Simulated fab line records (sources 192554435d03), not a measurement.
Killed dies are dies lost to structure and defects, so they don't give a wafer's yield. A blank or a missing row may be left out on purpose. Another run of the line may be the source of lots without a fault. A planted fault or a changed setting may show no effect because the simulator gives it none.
Struck lot and sound lot, side by side	flow n5Finfet	17 out of 1938 route steps
Sound: these wafers, L676.1, L676.3, L676.6. Struck: wafer L666.4. (L666.1 of the same lot was not struck and is left out.) The cause comes at the end.
Order at every step that has rows: each side's tool, ch and its chambers, its first start. Under that, the readings that differ: sound wafers	struck wafers	difference of the means	sigmas: that difference in standard deviations of wafers without a fault.
alike: words and numbers the same on both sides, and readings whose means are apart by under 2 such deviations; not compared: readings that were withheld, readings missing a value for some wafer, numbers with overlapping values and no deviation given by the record, and bounds like >300 which may hide the same value.
Wherever a step has rows on one side only, a row that says differs or no value, or a row with sigmas, the two part there. Numbers that don't overlap but have no deviation are shown without sigmas and don't part them. A reading missing from all wafers of one side parts the sides only when that side holds two or more wafers.

first, 4 steps without rows for these wafers: N5_BEOL_M9_HM_STRIP_39 (strips TiN in peroxide tin strip, target depth 25 nm, time 158 s); N5_BEOL_M9_SRD_40 (time 30 s); N5_BEOL_M9_PRECLEAN_42 (cleans in residue remover, time 60 s); N5_BEOL_M9_SRD_43 (time 30 s).
N5_BEOL_M9_CD_MEAS_35: target cd 70 nm, target cd y 40 nm.
  sound: cdSem-02 at day 14 02:28; struck: cdSem-02 at day 11 11:32
  alike: cdNm
N5_BEOL_M9_CURE_72: cures SiCOH lowk, time 120 s.
  sound on uvCure-01 ch 1, day 14 02:31; struck on uvCure-02 ch 2, day 11 11:34
reading	sound	struck	difference	sigmas
wafer_temp_C_max	371.7 372.2 372.0	370.7	-1.3	-2
  alike: lampPowerPct
N5_BEOL_M9_DEGAS_44: time 60 s.
  sound: pvdSputter-02 at day 14 03:25; struck: pvdSputter-03 at day 11 13:06
  alike: heaterPowerW
N5_BEOL_M9_PRE_CLEAN_45: time 30 s.
  sound: pvdSputter-02 at day 14 03:27; struck: pvdSputter-03 at day 11 13:08
  alike: heaterPowerW
then, 1 step without rows for these wafers: N5_BEOL_M9_ALD_74 (deposits TaN, target thk 2 nm, pulse time 2 s, purge time 3 s).
N5_BEOL_M9_SURFACE_TREAT_79:
  sound: pvdSputter-02 at day 14 03:51; struck: pvdSputter-02 at day 11 13:49
  not compared: throttleValvePct
then, 1 step without rows for these wafers: N5_BEOL_M9_CVD_78 (deposits Co from CCTBA/H2, target thk 2 nm, time 138.9 s).
N5_BEOL_M9_SPUTTER_48: material Cu, target thk 12 nm, time 2 s.
  sound: pvdSputter-03 at day 14 04:04; struck: pvdSputter-01 at day 11 14:01
reading	sound	struck	difference	sigmas
throttleValvePct (%)	29.8 30.3 30.3	33.1	+3.0	+3
  alike: chuckGasFlowSccm
N5_BEOL_M9_ECD_50: material Cu, target thk 318 nm.
  sound on ecdCu-01 ch 1, day 14 04:10; struck on ecdCu-02 ch 0, day 11 14:08
reading	sound	struck	difference	sigmas
model.Cu_of_BEOL_M9_ECD_50.thkNm (nm)	315.6 317.8 319.6	440.8	+123.1	
then, 1 step without rows for these wafers: N5_BEOL_M9_ANNEAL_51 (time 90 s).
N5_BEOL_M9_CMP_52: polishes, stops on SiCOH lowk, t overpolish 7 s, target thk 140 nm.
  sound on cmp-02 ch 0,2,3, day 14 05:02; struck on cmp-02 ch 3, day 11 14:39
reading	sound	struck	difference	sigmas
timeToEndpointS (s)	67 67 72	95	+26	+8
  alike: motorCurrentA
N5_BEOL_M9_THK_MEAS_53: measures by xrf.
  sound: filmMetro-02 at day 14 05:20; struck: filmMetro-02 at day 11 14:52
  alike: M9_THK
-- the record jumps here: 3 days lie between the struck wafers' starts before and after (it left off in module BEOL_M9 and takes up again in module PASSIVATION, whose first step shown is number 1936 of the route) --
N5_PASSIVATION_PROBE_49:
  sound: prober-01 at day 16 09:16; struck: prober-02 at day 14 05:50
  alike: defectLimitedYield, killed_at_M0_to_M3, killed_at_M4_up, killedAtContacts, killedAtFrontEnd, killedAtOther, killedDies, killedOnRim, killedOpen, killedShort, sort_bin_5_function, sort_bin_6_memory, sortNPass, sortYieldPct

== WHERE THEY PART ==
At N5_BEOL_M9_CURE_72 first; at N5_BEOL_M9_CMP_52 last (within this record only). Later steps at which nothing parts them and some readings are alike: N5_BEOL_M9_THK_MEAS_53, N5_PASSIVATION_PROBE_49.

WHY: what the simulator had put in
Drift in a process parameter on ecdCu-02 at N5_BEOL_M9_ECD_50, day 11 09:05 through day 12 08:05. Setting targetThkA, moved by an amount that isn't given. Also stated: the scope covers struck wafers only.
